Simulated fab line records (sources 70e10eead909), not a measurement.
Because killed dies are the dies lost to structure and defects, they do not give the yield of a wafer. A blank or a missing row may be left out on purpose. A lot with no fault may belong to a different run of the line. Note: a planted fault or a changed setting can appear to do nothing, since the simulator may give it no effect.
Which tool was responsible? / flow nand_harc / 12 lots, 36 wafers sampled, at 5 steps of a route of 1302

== WHAT THE GAUGES SHOWED, per wafer ==
NHARC_P_GATE_INSPECT_28.
lot=L655; measured=day 4 20:54; on=defect_inspect-01; raw_defect_count=9 6 11
lot=L656; measured=day 5 17:12; on=defect_inspect-02; raw_defect_count=9 3 11
lot=L658; measured=day 6 10:20; on=defect_inspect-01; raw_defect_count=7 5 8
lot=L659; measured=day 6 14:32; on=defect_inspect-02; raw_defect_count=11 5 9
lot=L662; measured=day 8 05:32; on=defect_inspect-02; raw_defect_count=5 4 9
lot=L664; measured=day 9 08:28; on=defect_inspect-02; raw_defect_count=7 3 6
lot=L666; measured=day 9 15:19; on=defect_inspect-02; raw_defect_count=11 6 3
lot=L665; measured=day 9 15:43; on=defect_inspect-02; raw_defect_count=10 4 3
lot=L667; measured=day 10 05:56; on=defect_inspect-01; raw_defect_count=6 4 3
lot=L671; measured=day 11 15:32; on=defect_inspect-01; raw_defect_count=8 3 8
lot=L672; measured=day 12 04:52; on=defect_inspect-02; raw_defect_count=3 3 3
lot=L676; measured=day 13 23:28; on=defect_inspect-01; raw_defect_count=6 5 4

NHARC_P_GATE_CD_MEAS_33.
lot=L655; measured=day 4 21:46; on=cd_sem-01; cd_nm (nm)=126.0 124.8 126.2
lot=L656; measured=day 5 18:10; on=cd_sem-01; cd_nm (nm)=124.9 125.9 117.2
lot=L658; measured=day 6 11:18; on=cd_sem-03; cd_nm (nm)=115.3 119.6 119.6
lot=L659; measured=day 6 15:24; on=cd_sem-01; cd_nm (nm)=120.6 117.2 114.1
lot=L662; measured=day 8 06:24; on=cd_sem-02; cd_nm (nm)=122.8 119.9 121.3
lot=L664; measured=day 9 09:20; on=cd_sem-01; cd_nm (nm)=117.4 120.2 117.1
lot=L666; measured=day 9 16:11; on=cd_sem-02; cd_nm (nm)=122.2 119.2 126.0
lot=L665; measured=day 9 16:34; on=cd_sem-01; cd_nm (nm)=118.1 119.4 121.1
lot=L667; measured=day 10 06:48; on=cd_sem-02; cd_nm (nm)=120.6 120.7 120.7
lot=L671; measured=day 11 16:36; on=cd_sem-02; cd_nm (nm)=117.3 118.3 115.0
lot=L672; measured=day 12 05:43; on=cd_sem-03; cd_nm (nm)=120.9 118.4 116.4
lot=L676; measured=day 14 00:23; on=cd_sem-02; cd_nm (nm)=117.3 119.8 121.7

NHARC_P_GATE_CD_MEAS_46 targets a cd of 720 nm.
lot=L655; measured=day 5 08:44; on=cd_sem-02; cd_nm (nm)=719.8 716.6 716.0
lot=L656; measured=day 6 05:10; on=cd_sem-01; cd_nm (nm)=717.9 718.7 715.4
lot=L658; measured=day 6 22:26; on=cd_sem-03; cd_nm (nm)=721.3 721.0 722.7
lot=L659; measured=day 7 02:21; on=cd_sem-02; cd_nm (nm)=721.4 721.6 723.7
lot=L662; measured=day 8 17:46; on=cd_sem-01; cd_nm (nm)=716.5 719.1 716.9
lot=L664; measured=day 9 20:13; on=cd_sem-03; cd_nm (nm)=719.1 718.0 717.7
lot=L666; measured=day 10 03:03; on=cd_sem-02; cd_nm (nm)=719.9 717.5 720.0
lot=L665; measured=day 10 03:41; on=cd_sem-01; cd_nm (nm)=719.8 722.2 717.3
lot=L667; measured=day 10 17:55; on=cd_sem-02; cd_nm (nm)=718.1 716.6 718.9
lot=L671; measured=day 12 03:23; on=cd_sem-03; cd_nm (nm)=686.7 685.0 685.3
lot=L672; measured=day 12 16:40; on=cd_sem-03; cd_nm (nm)=720.0 721.9 720.7
lot=L676; measured=day 14 11:14; on=cd_sem-01; cd_nm (nm)=720.6 720.1 720.8

== WHICH TOOL RAN EACH LOT (tool, then ch and the chambers of the sampled wafers, then the start) ==
lot=L655; NHARC_P_GATE_DESCUM_13=rie_diel-04 ch 0,2, day 4 06:48; NHARC_P_GATE_EXPOSE_43=krf_scanner-02 ch 0, day 5 08:34
lot=L656; NHARC_P_GATE_DESCUM_13=rie_diel-10 ch 1,3, day 4 21:32; NHARC_P_GATE_EXPOSE_43=krf_scanner-04 ch 0, day 6 05:01
lot=L658; NHARC_P_GATE_DESCUM_13=rie_diel-04 ch 1,2,3, day 5 14:47; NHARC_P_GATE_EXPOSE_43=krf_scanner-03 ch 0, day 6 22:17
lot=L659; NHARC_P_GATE_DESCUM_13=rie_diel-04 ch 1,2,3, day 5 23:35; NHARC_P_GATE_EXPOSE_43=krf_scanner-02 ch 0, day 7 02:11
lot=L662; NHARC_P_GATE_DESCUM_13=rie_diel-03 ch 0,2,3, day 7 14:56; NHARC_P_GATE_EXPOSE_43=krf_scanner-03 ch 0, day 8 17:37
lot=L664; NHARC_P_GATE_DESCUM_13=rie_diel-10 ch 0,1,2, day 8 11:46; NHARC_P_GATE_EXPOSE_43=krf_scanner-04 ch 0, day 9 20:04
lot=L666; NHARC_P_GATE_DESCUM_13=rie_diel-10 ch 0,2,3, day 8 19:59; NHARC_P_GATE_EXPOSE_43=krf_scanner-04 ch 0, day 10 02:53
lot=L665; NHARC_P_GATE_DESCUM_13=rie_diel-04 ch 0,2,3, day 8 20:01; NHARC_P_GATE_EXPOSE_43=krf_scanner-02 ch 0, day 10 03:32
lot=L667; NHARC_P_GATE_DESCUM_13=rie_diel-03 ch 0,1,2, day 9 08:17; NHARC_P_GATE_EXPOSE_43=krf_scanner-03 ch 0, day 10 17:45
lot=L671; NHARC_P_GATE_DESCUM_13=rie_diel-04 ch 1,2, day 11 01:23; NHARC_P_GATE_EXPOSE_43=krf_scanner-03 ch 0, day 12 03:13
lot=L672; NHARC_P_GATE_DESCUM_13=rie_diel-03 ch 1,3, day 11 11:21; NHARC_P_GATE_EXPOSE_43=krf_scanner-02 ch 0, day 12 16:31
lot=L676; NHARC_P_GATE_DESCUM_13=rie_diel-10 ch 1,2,3, day 13 07:07; NHARC_P_GATE_EXPOSE_43=krf_scanner-04 ch 0, day 14 11:05
- NHARC_P_GATE_DESCUM_13: chemistry O2, time 3 s.
- NHARC_P_GATE_EXPOSE_43: exposes mask P NSD, target cd 720 nm.

== WHAT THE TOOLS THEMSELVES READ (means of the sampled wafers that have a number; where no wafer has one, the mark that the record gives instead) ==
NHARC_P_GATE_DESCUM_13.
lot=L655; tool=rie_diel-04; drypump_motor_current_A (A)=5.9; oes_product_au (a.u.)=0.985; rf_vpp_V (V)=57.1; showerhead_plenum_p_Torr (Torr)=1.92; throttle_valve_pct (%)=11.312
lot=L656; tool=rie_diel-10; drypump_motor_current_A (A)=5.8; oes_product_au (a.u.)=1.001; rf_vpp_V (V)=59.0; showerhead_plenum_p_Torr (Torr)=2.01; throttle_valve_pct (%)=11.309
lot=L658; tool=rie_diel-04; drypump_motor_current_A (A)=5.8; oes_product_au (a.u.)=1.004; rf_vpp_V (V)=59.0; showerhead_plenum_p_Torr (Torr)=1.96; throttle_valve_pct (%)=11.315
lot=L659; tool=rie_diel-04; drypump_motor_current_A (A)=5.8; oes_product_au (a.u.)=1.006; rf_vpp_V (V)=57.6; showerhead_plenum_p_Torr (Torr)=1.96; throttle_valve_pct (%)=11.301
lot=L662; tool=rie_diel-03; drypump_motor_current_A (A)=5.8; oes_product_au (a.u.)=1.007; rf_vpp_V (V)=57.4; showerhead_plenum_p_Torr (Torr)=1.91; throttle_valve_pct (%)=11.316
lot=L664; tool=rie_diel-10; drypump_motor_current_A (A)=5.6; oes_product_au (a.u.)=1.010; rf_vpp_V (V)=57.8; showerhead_plenum_p_Torr (Torr)=2.00; throttle_valve_pct (%)=11.311
lot=L666; tool=rie_diel-10; drypump_motor_current_A (A)=6.0; oes_product_au (a.u.)=0.996; rf_vpp_V (V)=58.5; showerhead_plenum_p_Torr (Torr)=1.95; throttle_valve_pct (%)=11.313
lot=L665; tool=rie_diel-04; drypump_motor_current_A (A)=5.9; oes_product_au (a.u.)=1.002; rf_vpp_V (V)=57.0; showerhead_plenum_p_Torr (Torr)=1.93; throttle_valve_pct (%)=11.310
lot=L667; tool=rie_diel-03; drypump_motor_current_A (A)=5.7; oes_product_au (a.u.)=1.005; rf_vpp_V (V)=58.5; showerhead_plenum_p_Torr (Torr)=1.88; throttle_valve_pct (%)=11.312
lot=L671; tool=rie_diel-04; drypump_motor_current_A (A)=5.5; oes_product_au (a.u.)=0.994; rf_vpp_V (V)=58.1; showerhead_plenum_p_Torr (Torr)=1.93; throttle_valve_pct (%)=11.310
lot=L672; tool=rie_diel-03; drypump_motor_current_A (A)=5.4; oes_product_au (a.u.)=1.007; rf_vpp_V (V)=57.9; showerhead_plenum_p_Torr (Torr)=1.90; throttle_valve_pct (%)=11.316
lot=L676; tool=rie_diel-10; drypump_motor_current_A (A)=5.9; oes_product_au (a.u.)=0.998; rf_vpp_V (V)=58.2; showerhead_plenum_p_Torr (Torr)=2.00; throttle_valve_pct (%)=11.299

NHARC_P_GATE_EXPOSE_43.
lot=L655 tool=krf_scanner-02 exposure_dose_mJ_cm2=14.819
lot=L656 tool=krf_scanner-04 exposure_dose_mJ_cm2=14.784
lot=L658 tool=krf_scanner-03 exposure_dose_mJ_cm2=14.828
lot=L659 tool=krf_scanner-02 exposure_dose_mJ_cm2=14.809
lot=L662 tool=krf_scanner-03 exposure_dose_mJ_cm2=14.800
lot=L664 tool=krf_scanner-04 exposure_dose_mJ_cm2=14.809
lot=L666 tool=krf_scanner-04 exposure_dose_mJ_cm2=14.804
lot=L665 tool=krf_scanner-02 exposure_dose_mJ_cm2=14.811
lot=L667 tool=krf_scanner-03 exposure_dose_mJ_cm2=14.791
lot=L671 tool=krf_scanner-03 exposure_dose_mJ_cm2=14.824
lot=L672 tool=krf_scanner-02 exposure_dose_mJ_cm2=14.822
lot=L676 tool=krf_scanner-04 exposure_dose_mJ_cm2=14.793

== THE ANSWER, worked out from the rows above alone ==
Rule: usual is defined by the lots themselves. The widest of any qualifying gaps counts: lots, ordered by their means at a reading, are off when they make up no more than a third of the lots, leave a main group of 4 or more, and stand apart from it by 3 or more times the standard deviation of that group's means. Not used: any main group whose means are identical at the precision the tables above print for the reading. Also off: a lot with no number at a reading for which 4 or more lots have one. All remaining lots with rows at the step are treated as sound. First the gauges in route order, then the tools' own readings, where a lot's mean is used as printed above. At the first step where some lot is off, the reading lying furthest off is the one used; lots without a number count as furthest.
Off: L671 (NHARC_P_GATE_CD_MEAS_46, cd_nm). The main group has a mean of 719.3 nm with a standard deviation of 1.7.
If a tool, at a process step before that reading, ran all the lots that are off and no sound lot after the first of them, it fits. Those tools and the gauges at NHARC_P_GATE_CD_MEAS_46 are tried in the same way. This does not decide it: 2 tools fit, namely rie_diel-04 at NHARC_P_GATE_DESCUM_13 and krf_scanner-03 at NHARC_P_GATE_EXPOSE_43.

== WHAT THE SIMULATOR PUT IN ==
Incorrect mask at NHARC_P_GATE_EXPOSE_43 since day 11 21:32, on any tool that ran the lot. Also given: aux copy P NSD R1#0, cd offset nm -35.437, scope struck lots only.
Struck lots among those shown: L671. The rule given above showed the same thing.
